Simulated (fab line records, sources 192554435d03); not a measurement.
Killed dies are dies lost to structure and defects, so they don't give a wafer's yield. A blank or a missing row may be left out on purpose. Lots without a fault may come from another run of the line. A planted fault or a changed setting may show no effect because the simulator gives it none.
fab line records | flow n5_finfet
record lots=10 wafers=30 last_day=21
route steps=1938 shown BEOL_M3@994 TV_OPEN@1890 PAD_METAL@1896 PASSIVATION@1930
lots that met no fault: from a run of the same line without faults
start_h: hours from the record's first day to the start of the lot's first wafer shown | wait_h: hours since the lot's step before | " the same as in the row above | L1.1+2: a row that stands for several wafers | - no value, or no start given | * or withheld: withheld | < > ~ a bound
route shown NAME@n: a module of which the file shows steps, and the number in the route of the first | usual: mean/standard deviation of fault-free wafers | same: alike in all rows | chamber/n: place in a boat | sites: the reading at each site | _std_site: their standard deviation | _edge_site: outer sites' mean less inner sites' | radius_mm: how far each site lies from the wafer's centre | mask NAME#n: copy n | behind: the tool/chamber that last shaped the wafer | hold: why the lot was held/for how many hours/how that ended | device: the transistor (n, p or np) that didn't switch | end of line: the same wafers' tests at the end of the route | a step without rows: its recipe alone | killed: dies lost to structure and defects at the first sort, not the wafer's yield | map: a wafer's dies, x killed, . not, _ none there
set.NAME: the setting as run; set.NAME@STEP: as run at that earlier step | model.NAME: the simulator's own value behind a step, which no gauge read
steps of the route over a sample of lots; a table a step, a row a wafer
services: from which hour (start_h, from the record's first day; less than 0 if before it) a tool's chamber was out of use, for how many hours, and why
## steps
# step N5_BEOL_M3_SPUTTER_48
# recipe material=Cu target_thk_a=45 temp_c=-20 chamber_pressure_pa=0.07 power_w=withheld time_s=8.29
# usual throttle_valve_pct=30.4/0.68
# columns lot.wafer tool chamber start_h wait_h throttle_valve_pct
L285.3 pvd_sputter-03 - 188.50 0.9 31.8
L285.4 " - " " 30.5
L285.6 " - " " 30.4
L286.1 pvd_sputter-02 - 191.90 0.1 30.2
L286.3 " - " " 30.9
L286.6 " - " " 30.2
L287.1 pvd_sputter-01 - 208.37 0.1 30.9
L287.4 " - " " 30.3
L287.6 " - " " 30.4
L291.2 pvd_sputter-01 - 225.19 0.3 30.9
L291.3 " - " " 30.3
L291.5 " - " " 30.7
L292.1 pvd_sputter-01 - 227.31 0.1 30.1
L292.2 " - " " 29.9
L292.5 " - " " 31.0
L290.2 pvd_sputter-03 - 227.74 0.1 30.5
L290.3 " - " " 29.3
L290.4 " - " " 30.3
L289.2 pvd_sputter-03 - 232.00 0.1 30.5
L289.4 " - " " 29.9
L289.6 " - " " 30.0
L297.3 pvd_sputter-01 - 255.46 0.2 30.6
L297.4 " - " " 30.7
L297.5 " - " " 31.1
L298.2 pvd_sputter-01 - 277.93 0.1 30.9
L298.3 " - " " 29.6
L298.5 " - " " 30.8
L306.2 pvd_sputter-01 - 339.25 0.1 30.4
L306.3 " - " " 31.3
L306.5 " - " " 30.9
# step N5_PASSIVATION_ETCH_15
# recipe chemistry=CF4/N2 target=SiCN target_depth_a=750 taper_deg=2 time_s=81.2 ion_energy_ev=150 mask_material=SiNx pressure_mtorr=40 source_w=430 bias_w=70 Ar_flow_sccm=100 cf4_flow_sccm=60 n2_flow_sccm=60
# usual drypump_motor_current_A=5.7/0.37 oes_product_au=0.82/0.081 rf_vpp_V=382.3/2.1 showerhead_plenum_p_Torr=2.20/0.082 throttle_valve_pct=15.34/0.17
# columns lot.wafer tool chamber start_h wait_h drypump_motor_current_A oes_product_au rf_hours_counter_h rf_vpp_V showerhead_plenum_p_Torr throttle_valve_pct
L286.1 rie_diel-03 0 - - 6.1 0.82 159 382.0 2.19 15.15
L286.3 " 1 " " 5.8 0.98 7 383.5 2.24 15.42
L286.6 " 1 " " 5.8 0.97 - 384.6 2.24 15.41
L285.3 rie_diel-06 2 - - 5.2 0.83 68 383.9 2.25 15.15
L285.4 " 3 " " 5.4 0.83 74 382.9 2.14 15.39
L285.6 " 3 " " 5.4 0.83 - 380.6 2.14 15.40
L287.1 rie_diel-06 0 - - 6.2 0.76 137 383.4 2.19 15.27
L287.4 " 3 " " 5.4 0.83 77 381.3 2.14 15.39
L287.6 " 3 " " 5.4 0.82 - 381.0 2.14 15.38
L291.2 rie_diel-06 1 - - 5.4 0.98 18 382.9 2.23 14.99
L291.3 " 2 " " 5.2 0.82 76 384.7 2.25 15.17
L291.5 " 3 " " 5.4 0.82 - 380.7 2.14 15.40
L292.1 rie_diel-02 3 - - 5.9 0.70 225 383.3 2.25 15.45
L292.2 " 2 " " 5.7 0.74 194 377.6 2.01 15.53
L292.5 " 3 " " 5.9 0.71 - 383.5 2.25 15.45
L290.2 rie_diel-03 3 - - 5.2 0.84 91 385.4 2.33 15.43
L290.3 " 1 " " 5.8 0.94 20 384.0 2.23 15.43
L290.4 " 0 " " 6.1 0.79 174 383.2 2.19 15.17
L289.2 rie_diel-06 2 - - 5.2 0.82 82 384.7 2.24 15.17
L289.4 " 3 " " 5.4 0.81 89 381.9 2.13 15.40
L289.6 " 0 " " 6.3 0.75 - 383.0 2.19 15.29
L297.3 rie_diel-06 1 - - 5.5 0.96 28 384.0 2.23 15.00
L297.4 " 3 " " 5.4 0.80 94 381.8 2.13 15.42
L297.5 " 1 " " 5.5 0.96 - 383.6 2.23 15.01
L298.2 rie_diel-02 2 - - 5.7 0.71 212 379.0 2.01 15.57
L298.3 " 0 " " 5.8 0.88 55 380.9 2.17 15.43
L298.5 " 2 " " 5.7 0.72 - 376.4 2.01 15.55
L306.2 rie_diel-02 0 - - 5.8 0.83 82 380.2 2.16 15.48
L306.3 " 1 " " 5.4 0.70 227 380.0 2.11 15.52
L306.5 " 3 " " 5.8 0.93 - 383.4 2.24 14.97
# step N5_PASSIVATION_AL_DEP_21
# recipe material=Al target_thk_a=28000 temp_c=400 time_s=170 power_w=30000 chamber_pressure_pa=0.4 gas=Ar
# usual cathode_dc_power_W=30000/5.6 throttle_valve_pct=30.3/0.7
# columns lot.wafer tool chamber start_h wait_h cathode_dc_power_W throttle_valve_pct
L286.1 pvd_sputter-02 - 329.91 0.1 29993 30.8
L286.3 " - " " 29991 30.1
L286.6 " - " " 30000 30.0
L285.3 pvd_sputter-03 - 331.13 0.1 29997 30.6
L285.4 " - " " 30004 31.8
L285.6 " - " " 30002 31.9
L287.1 pvd_sputter-03 - 343.61 0.1 30003 29.4
L287.4 " - " " 30005 30.0
L287.6 " - " " 30000 30.4
L291.2 pvd_sputter-01 - 357.73 0.1 30001 29.9
L291.3 " - " " 29995 30.7
L291.5 " - " " 30001 31.1
L292.1 pvd_sputter-03 - 364.01 0.1 29996 29.2
L292.2 " - " " 29998 30.3
L292.5 " - " " 30002 31.9
L290.2 pvd_sputter-02 - 382.01 0.1 29995 30.8
L290.3 " - " " 29998 29.8
L290.4 " - " " 30000 30.1
L289.2 pvd_sputter-03 - 385.64 0.1 30003 30.2
L289.4 " - " " 29996 30.2
L289.6 " - " " 30002 32.0
L297.3 pvd_sputter-03 - 399.65 0.1 29998 30.1
L297.4 " - " " 30008 30.4
L297.5 " - " " 30005 30.1
L298.2 pvd_sputter-01 - 425.98 0.1 30003 30.3
L298.3 " - " " 29990 29.7
L298.5 " - " " 30012 30.5
L306.2 pvd_sputter-02 - 503.29 0.1 29999 30.0
L306.3 " - " " 30003 30.3
L306.5 " - " " 30002 30.2
# step N5_PASSIVATION_ETCH_54
# recipe chemistry=CHF3/O2 target=SiO2 target_depth_a=8800 CHF3_flow_sccm=50 O2_flow_sccm=5 Ar_flow_sccm=200 time_s=440 mask_material=PR pressure_mtorr=30 source_w=650 bias_w=170 ion_energy_ev=200
# usual drypump_motor_current_A=5.6/0.56 oes_ar_750_au=0.80/0.083 oes_f_703_au=0.80/0.092 oes_product_au=0.80/0.082 rf_vpp_V=526/17 showerhead_plenum_p_Torr=2.41/0.07 throttle_valve_pct=18.61/0.19
# columns lot.wafer tool chamber start_h wait_h drypump_motor_current_A oes_ar_750_au oes_f_703_au oes_product_au rf_hours_counter_h rf_vpp_V showerhead_plenum_p_Torr throttle_valve_pct
L286.1 rie_diel-04 3 332.72 0.1 6.5 0.96 0.98 0.94 4 497 2.45 18.32
L286.3 " 2 " " 4.9 0.70 0.67 0.70 200 542 2.40 18.52
L286.6 " 3 " " 6.6 0.95 0.98 0.95 - 498 2.45 18.30
L285.3 rie_diel-04 2 334.29 0.1 4.9 0.69 0.67 0.71 201 541 2.39 18.51
L285.4 " 3 " " 6.5 0.94 0.97 0.95 4 497 2.45 18.29
L285.6 " 3 " " 6.6 0.95 0.97 0.94 - 497 2.45 18.29
L287.1 rie_diel-04 0 347.42 0.1 5.7 0.90 0.89 0.89 30 529 2.38 18.50
L287.4 " 3 " " 6.5 0.93 0.95 0.92 9 498 2.45 18.33
L287.6 " 3 " " 6.5 0.93 0.95 0.93 - 497 2.45 18.33
L291.2 rie_diel-01 1 360.64 0.1 5.1 0.70 0.70 0.69 231 531 2.48 18.88
L291.3 " 3 " " 5.6 0.79 0.81 0.78 127 504 2.32 18.50
L291.5 " 2 " " 5.2 0.88 0.89 0.87 - 534 2.58 18.50
L292.1 rie_diel-01 3 366.74 0.1 5.6 0.79 0.81 0.77 130 506 2.32 18.52
L292.2 " 1 " " 5.0 0.70 0.70 0.69 234 532 2.48 18.86
L292.5 " 3 " " 5.6 0.79 0.80 0.77 - 504 2.32 18.51
L290.2 rie_diel-04 3 384.77 0.1 6.6 0.89 0.91 0.88 24 497 2.44 18.35
L290.3 " 0 " " 5.7 0.89 0.87 0.88 44 528 2.38 18.55
L290.4 " 2 " " 4.9 0.69 0.66 0.70 215 542 2.39 18.53
L289.2 rie_diel-04 1 388.37 0.1 6.4 0.78 0.76 0.79 110 545 2.44 19.02
L289.4 " 0 " " 5.8 0.87 0.87 0.87 45 529 2.38 18.53
L289.6 " 1 " " 6.4 0.78 0.76 0.78 - 545 2.44 19.02
L297.3 rie_diel-04 2 402.46 0.1 4.9 0.68 0.65 0.70 221 540 2.39 18.55
L297.4 " 1 " " 6.4 0.78 0.76 0.78 114 546 2.44 19.02
L297.5 " 2 " " 4.9 0.68 0.65 0.69 - 540 2.39 18.54
L298.2 rie_diel-04 0 429.26 0.1 5.7 0.86 0.84 0.85 59 526 2.37 18.57
L298.3 " 3 " " 6.5 0.87 0.88 0.86 39 497 2.43 18.35
L298.5 " 1 " " 6.4 0.76 0.74 0.77 - 546 2.44 19.04
L306.2 rie_diel-04 3 505.85 0.1 6.5 0.81 0.85 0.82 72 496 2.42 18.41
L306.3 " 0 " " 5.8 0.83 0.82 0.82 84 527 2.36 18.60
L306.5 " 1 " " 6.4 0.74 0.72 0.75 - 546 2.42 19.09
# step N5_PASSIVATION_PROBE_49
# usual defect_limited_yield=91.4/1.4 killed_at_M0_to_M3=34/9.1 killed_at_M4_up=14/5.2 killed_at_contacts=12/6.4 killed_at_front_end=38/11 killed_at_other=3.7/2.8 killed_dies=102/17 killed_open=68/13 killed_short=32/7.8 sort_bin_4_leakage=0.05/0.3 sort_bin_5_function=5.1/1 sort_bin_6_memory=3.2/0.66 sort_n_pass=1076/19 sort_yield_pct=91.2/1.6
# same gross_dies=1180 killed_at_back_side=0 sort_bin_8_speed[%]=0
# columns lot.wafer tool chamber start_h wait_h defect_limited_yield[%] killed_at_M0_to_M3 killed_at_M4_up killed_at_contacts killed_at_front_end killed_at_other killed_dies killed_open killed_short sort_bin_4_leakage[%] sort_bin_5_function[%] sort_bin_6_memory[%] sort_n_pass sort_yield_pct[%]
L286.1 prober-01 - 335.50 0.0 90.6 36 11 10 49 5 111 65 46 0 4.5 4.7 1069 90.6
L286.3 prober-01 - 335.60 0.1 90.1 40 16 15 41 5 117 78 38 0 5.7 3.8 1063 90.1
L286.6 prober-01 - 335.75 0.3 90.4 45 24 4 40 0 113 85 28 0 5.8 3.4 1067 90.4
L291.2 prober-02 - 363.47 0.1 89.2 40 14 19 45 9 127 87 39 0 5.9 4.3 1053 89.2
L291.3 prober-02 - 363.52 0.1 91.5 31 8 19 39 3 100 71 29 0 5.3 2.7 1080 91.5
L291.5 prober-02 - 363.62 0.2 89.8 45 13 16 44 2 120 87 33 0 6.3 3.6 1060 89.8
L290.2 prober-01 - 387.60 0.1 91.9 34 15 1 44 2 96 65 30 0 4.6 3.3 1084 91.9
L290.3 prober-01 - 387.65 0.1 90.8 31 10 16 50 1 108 64 42 0 6.2 2.5 1072 90.8
L290.4 prober-01 - 387.70 0.2 87.9 48 20 15 52 8 143 92 51 0 7.4 4.3 1037 87.9
L289.2 prober-02 - 391.20 0.1 91.1 27 18 9 47 4 105 73 32 0 5.0 3.6 1075 91.1
L289.4 prober-02 - 391.30 0.2 89.5 24 21 31 48 0 124 89 35 0 6.6 3.6 1056 89.5
L289.6 prober-02 - 391.40 0.3 90.9 19 18 20 48 2 107 78 29 0 5.9 2.8 1073 90.9
L297.3 prober-01 - 405.34 0.1 83.8 145 15 4 26 1 191 58 22 0 10.7 4.5 989 83.8
L297.4 prober-01 - 405.39 0.2 90.1 36 27 5 47 2 117 85 27 0 5.3 4.3 1063 90.1
L297.5 prober-01 - 405.44 0.2 83.0 153 9 8 29 2 201 54 30 0 10.1 4.7 979 83.0
L298.2 prober-02 - 432.09 0.1 84.7 135 7 5 32 2 181 57 31 0 8.8 3.9 999 84.7
L298.3 prober-02 - 432.14 0.1 90.4 45 17 9 34 8 113 70 38 0 5.9 3.5 1067 90.4
L298.5 prober-02 - 432.24 0.2 84.3 137 8 7 25 8 185 46 28 0 9.9 4.2 995 84.3
# killed by level:class
L286.1 BEOL_M3:geometric_particle:open=10 GATE_CUT:geometric_particle:short=9 FIN_SAQP:geometric_particle:open=8 FIN_SAQP:geometric_particle:short=8 BEOL_M0_SAQP:geometric_particle:short=8 BEOL_M0_SAQP:geometric_particle:open=8 MOL_CONTACT_COAG:geometric_particle:open=7 DUMMY_GATE:geometric_particle:open=6
L286.3 MOL_CONTACT_COAG:geometric_particle:open=13 BEOL_M0_SAQP:geometric_particle:short=11 BEOL_M2:geometric_particle:open=11 DUMMY_GATE:geometric_particle:open=10 FIN_SAQP:geometric_particle:open=6 GATE_CUT:geometric_particle:short=6 BEOL_M3:geometric_particle:open=6 BEOL_M0_SAQP:geometric_particle:open=5
L286.6 BEOL_M0_SAQP:geometric_particle:open=14 STI_FIN_REVEAL:geometric_particle:open=13 BEOL_M4:geometric_particle:open=11 BEOL_M2:geometric_particle:open=10 DUMMY_GATE:geometric_particle:open=8 BEOL_M0_SAQP:geometric_particle:short=8 BEOL_M3:geometric_particle:open=8 FIN_SAQP:geometric_particle:open=5
L291.2 MOL_CONTACT_COAG:geometric_particle:open=14 BEOL_M3:geometric_particle:open=13 DUMMY_GATE:geometric_particle:open=12 FIN_SAQP:geometric_particle:short=8 FIN_SAQP:geometric_particle:open=7 BEOL_M0_SAQP:geometric_particle:open=6 BEOL_M2:geometric_particle:open=6 BEOL_M0_SAQP:geometric_particle:short=5
L291.3 MOL_CONTACT_COAG:geometric_particle:open=16 FIN_SAQP:geometric_particle:short=10 BEOL_M2:geometric_particle:open=8 FIN_SAQP:geometric_particle:open=7 DUMMY_GATE:geometric_particle:open=6 BEOL_M0_SAQP:geometric_particle:open=6 BEOL_M1:geometric_particle:open=5 BEOL_M4:geometric_particle:open=4
L291.5 FIN_SAQP:geometric_particle:open=16 MOL_CONTACT_COAG:geometric_particle:open=11 BEOL_M2:geometric_particle:open=11 BEOL_M0:geometric_particle:open=10 DUMMY_GATE:geometric_particle:open=7 BEOL_M3:geometric_particle:open=7 BEOL_M0_SAQP:geometric_particle:open=6 BEOL_M0_SAQP:geometric_particle:short=6
L290.2 STI_FIN_REVEAL:geometric_particle:open=8 DUMMY_GATE:geometric_particle:open=8 BEOL_M0_SAQP:geometric_particle:open=8 BEOL_M0_SAQP:geometric_particle:short=7 BEOL_M1:geometric_particle:open=7 FIN_SAQP:geometric_particle:short=6 BEOL_M3:geometric_particle:open=6 BEOL_M2:geometric_particle:open=5
L290.3 STI_FIN_REVEAL:geometric_particle:open=19 MOL_CONTACT_COAG:geometric_particle:open=12 FIN_SAQP:geometric_particle:short=9 BEOL_M1:geometric_particle:open=7 BEOL_M2:geometric_particle:open=6 MOL_CONTACT_COAG:geometric_particle:short=4 DUMMY_GATE:geometric_particle:open=4 BEOL_M3:geometric_particle:short=4
L290.4 STI_FIN_REVEAL:geometric_particle:open=16 FIN_SAQP:geometric_particle:short=13 MOL_CONTACT_COAG:geometric_particle:open=13 BEOL_M1:geometric_particle:open=11 BEOL_M4:geometric_particle:open=11 BEOL_M0_SAQP:geometric_particle:short=8 BEOL_M0_SAQP:geometric_particle:open=6 BEOL_M3:geometric_particle:open=6
L289.2 STI_FIN_REVEAL:geometric_particle:open=18 FIN_SAQP:geometric_particle:open=8 MOL_CONTACT_COAG:geometric_particle:open=8 BEOL_M4:geometric_particle:open=7 GATE_CUT:geometric_particle:short=5 BEOL_M1:geometric_particle:open=5 BEOL_M2:geometric_particle:open=5 BEOL_M5:geometric_particle:open=4
L289.4 MOL_CONTACT_COAG:geometric_particle:open=24 FIN_SAQP:geometric_particle:open=11 STI_FIN_REVEAL:geometric_particle:open=8 BEOL_M5:geometric_particle:open=8 DUMMY_GATE:geometric_particle:open=7 MOL_CONTACT_COAG:geometric_particle:short=7 BEOL_M0_SAQP:geometric_particle:short=6 BEOL_M0_SAQP:geometric_particle:open=6
L289.6 FIN_SAQP:geometric_particle:open=19 MOL_CONTACT_COAG:geometric_particle:open=18 FIN_SAQP:geometric_particle:short=7 STI_FIN_REVEAL:geometric_particle:open=7 BEOL_M0_SAQP:geometric_particle:short=6 DUMMY_GATE:geometric_particle:open=5 BEOL_M5:geometric_particle:open=4 BEOL_M3:geometric_particle:open=4
L297.3 BEOL_M3:unspecified=110 BEOL_M0_SAQP:geometric_particle:open=11 BEOL_M4:geometric_particle:open=9 FIN_SAQP:geometric_particle:open=7 BEOL_M1:geometric_particle:open=7 BEOL_M2:geometric_particle:open=5 GATE_CUT:geometric_particle:short=4 BEOL_M0_SAQP:geometric_particle:short=4
L297.4 BEOL_M4:geometric_particle:open=14 BEOL_M2:geometric_particle:open=11 BEOL_M0_SAQP:geometric_particle:open=9 FIN_SAQP:geometric_particle:open=8 DUMMY_GATE:geometric_particle:open=8 STARTING-WAFER:geometric_particle:open=6 FIN_SAQP:geometric_particle:short=5 GATE_CUT:geometric_particle:open=5
L297.5 BEOL_M3:unspecified=115 BEOL_M2:geometric_particle:open=9 BEOL_M0_SAQP:geometric_particle:open=8 BEOL_M1:geometric_particle:open=8 MOL_CONTACT_COAG:geometric_particle:open=7 BEOL_M0_SAQP:geometric_particle:short=6 FIN_SAQP:geometric_particle:open=4 STARTING-WAFER:geometric_particle:short=4
L298.2 BEOL_M3:unspecified=92 BEOL_M0_SAQP:geometric_particle:open=16 BEOL_M2:geometric_particle:open=9 STI_FIN_REVEAL:geometric_particle:short=8 DUMMY_GATE:geometric_particle:open=8 BEOL_M0_SAQP:geometric_particle:short=8 STI_FIN_REVEAL:geometric_particle:open=5 MOL_CONTACT_COAG:geometric_particle:open=4
L298.3 BEOL_M2:geometric_particle:open=17 FIN_SAQP:geometric_particle:short=14 BEOL_M0_SAQP:geometric_particle:open=9 MOL_CONTACT_COAG:geometric_particle:open=8 GATE_CUT:geometric_particle:short=7 BEOL_M1:geometric_particle:open=7 BEOL_M4:geometric_particle:open=5 BEOL_M0_SAQP:geometric_particle:short=4
L298.5 BEOL_M3:unspecified=106 BEOL_M0_SAQP:geometric_particle:short=9 BEOL_M2:geometric_particle:open=8 BEOL_M0_SAQP:geometric_particle:open=7 DUMMY_GATE:geometric_particle:open=6 MOL_CONTACT_COAG:geometric_particle:open=5 FIN_SAQP:geometric_particle:short=3 STI_FIN_REVEAL:geometric_particle:short=3
## services
# columns tool chamber start_h hours kind
pvd_sputter-03 - 175.65 1.1 repair
pvd_sputter-02 - 184.70 1.4 repair
rie_diel-02 1 203.70 9.6 repair
rie_diel-04 3 206.48 9.8 repair
rie_diel-01 0 208.40 5.3 repair
rie_diel-02 0 216.37 5.1 repair
rie_diel-01 3 226.33 4.3 repair
rie_diel-03 1 329.37 6.6 repair
rie_diel-03 1 340.94 8.2 repair
rie_diel-03 0 353.27 4.3 repair
rie_diel-04 2 364.60 12.6 repair
rie_diel-02 0 384.42 8.9 repair
rie_diel-01 3 395.29 4.1 repair
rie_diel-02 1 402.36 6.6 repair
rie_diel-02 2 408.53 8.2 repair
rie_diel-06 - 416.45 15.6 pm
pvd_sputter-03 - 423.06 8.9 repair
rie_diel-03 1 423.86 10.7 repair
pvd_sputter-01 - 443.95 4.9 repair
pvd_sputter-03 - 444.22 1.9 repair
rie_diel-04 1 448.62 4.0 repair
rie_diel-04 0 463.17 18.9 repair
rie_diel-04 2 480.68 6.5 repair
pvd_sputter-02 - 487.64 2.6 repair
## key
first_sign step=N5_PASSIVATION_PROBE_49 reading=killed_at_M0_to_M3 direction=up sigmas=12 usual=34 struck=142
effect step=N5_PASSIVATION_PROBE_49 reading=defect_limited_yield direction=down sigmas=5.2 usual=91.4 struck=83.9
more_kills_born_at N5_BEOL_M3_SPUTTER_48@pvd_sputter-01=423
met_at N5_BEOL_M3_SPUTTER_48
struck_lots L297,L298
struck_wafers L297.3,L297.5,L298.2,L298.5
not_acting_at N5_PASSIVATION_ETCH_15,N5_PASSIVATION_AL_DEP_21,N5_PASSIVATION_ETCH_54
onset_between 227.31 255.46
fault kind=chamber_particle_source tool=pvd_sputter-01 chamber=- onset_h=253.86 steps=N5_BEOL_M3_SPUTTER_48 rate_per_visit_cm2=0.56573 end_h=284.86 scope=struck_wafers_only
